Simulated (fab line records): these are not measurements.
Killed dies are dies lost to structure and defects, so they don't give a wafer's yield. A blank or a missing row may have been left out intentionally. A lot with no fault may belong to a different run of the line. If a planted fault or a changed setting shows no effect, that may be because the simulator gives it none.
Split-lot study + flow n5-finfet + 21 wafers read from 7 lots, route of 1938 steps

== ON THE SPLIT ==
At N5_MIM_BOT_SPUTTER_00 (material TiN, target thk 35 nm, time 89.7 s), the setting chamber-pressure-pa was moved away from the recipe's 0.49996 Pa on 15 of the 21 wafers read, by -14.1% to +14.4%. All remaining wafers had this setting at the recipe value.

The reading is taken at the split's own step.

== THE READING ==
TiN_of_MIM_BOT_SPUTTER_00.thk-nm (the simulator's own value, which no gauge read), in nm, at N5_MIM_BOT_SPUTTER_00 (material TiN, target thk 35 nm, time 89.7 s). No usual value for it is given in the file. Here, 6 wafers ran the recipe; their average is 34.8 nm with a standard deviation of 0.2 nm.

| wafer  | tool, chamber at the split | chamber-pressure-pa as run, Pa | against the recipe | TiN_of_MIM_BOT_SPUTTER_00.thk-nm, nm | against lot-mates on the recipe |
|--------|----------------------------|--------------------------------|--------------------|--------------------------------------|---------------------------------|
| L074.1 | pvd-sputter-03, -          | 0.5484                         | +9.7%              | 34                                   | no lot-mate on the recipe       |
| L074.5 | pvd-sputter-03, -          | 0.5484                         | +9.7%              | 34                                   | no lot-mate on the recipe       |
| L074.6 | pvd-sputter-03, -          | 0.5484                         | +9.7%              | 34.4                                 | no lot-mate on the recipe       |
| L075.1 | pvd-sputter-03, -          | 0.49996                        | recipe             | 34.8                                 | -                               |
| L075.4 | pvd-sputter-03, -          | 0.49996                        | recipe             | 34.6                                 | -                               |
| L075.5 | pvd-sputter-03, -          | 0.49996                        | recipe             | 34.6                                 | -                               |
| L080.3 | pvd-sputter-03, -          | 0.4293                         | -14.1%             | 35.8                                 | no lot-mate on the recipe       |
| L080.4 | pvd-sputter-03, -          | 0.4293                         | -14.1%             | 35.4                                 | no lot-mate on the recipe       |
| L080.6 | pvd-sputter-03, -          | 0.4293                         | -14.1%             | 35.6                                 | no lot-mate on the recipe       |
| L085.2 | pvd-sputter-02, -          | 0.4573                         | -8.5%              | 35.8                                 | no lot-mate on the recipe       |
| L085.3 | pvd-sputter-02, -          | 0.4573                         | -8.5%              | 36.4                                 | no lot-mate on the recipe       |
| L085.6 | pvd-sputter-02, -          | 0.4573                         | -8.5%              | 36.2                                 | no lot-mate on the recipe       |
| L086.1 | pvd-sputter-01, -          | 0.572                          | +14.4%             | 33.8                                 | no lot-mate on the recipe       |
| L086.2 | pvd-sputter-01, -          | 0.572                          | +14.4%             | 33.6                                 | no lot-mate on the recipe       |
| L086.4 | pvd-sputter-01, -          | 0.572                          | +14.4%             | 34                                   | no lot-mate on the recipe       |
| L088.2 | pvd-sputter-03, -          | 0.49996                        | recipe             | 35.2                                 | -                               |
| L088.4 | pvd-sputter-03, -          | 0.49996                        | recipe             | 34.8                                 | -                               |
| L088.5 | pvd-sputter-03, -          | 0.49996                        | recipe             | 34.8                                 | -                               |
| L092.3 | pvd-sputter-03, -          | 0.4452                         | -11.0%             | 36                                   | no lot-mate on the recipe       |
| L092.4 | pvd-sputter-03, -          | 0.4452                         | -11.0%             | 36.2                                 | no lot-mate on the recipe       |
| L092.6 | pvd-sputter-03, -          | 0.4452                         | -11.0%             | 35.6                                 | no lot-mate on the recipe       |

THE FIT
A straight line over all 21 wafers: TiN_of_MIM_BOT_SPUTTER_00.thk-nm changes by -0.079 nm for each +1% of chamber-pressure-pa; r = -0.91; the points scatter about the line by 0.36 nm.
Too few moved wafers with a lot-mate on the recipe to fit a line net of each lot's own level.

== FILE'S OWN FIT ==
TiN_of_MIM_BOT_SPUTTER_00.thk-nm changes by -0.079 nm for each +1% of chamber-pressure-pa, r = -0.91.
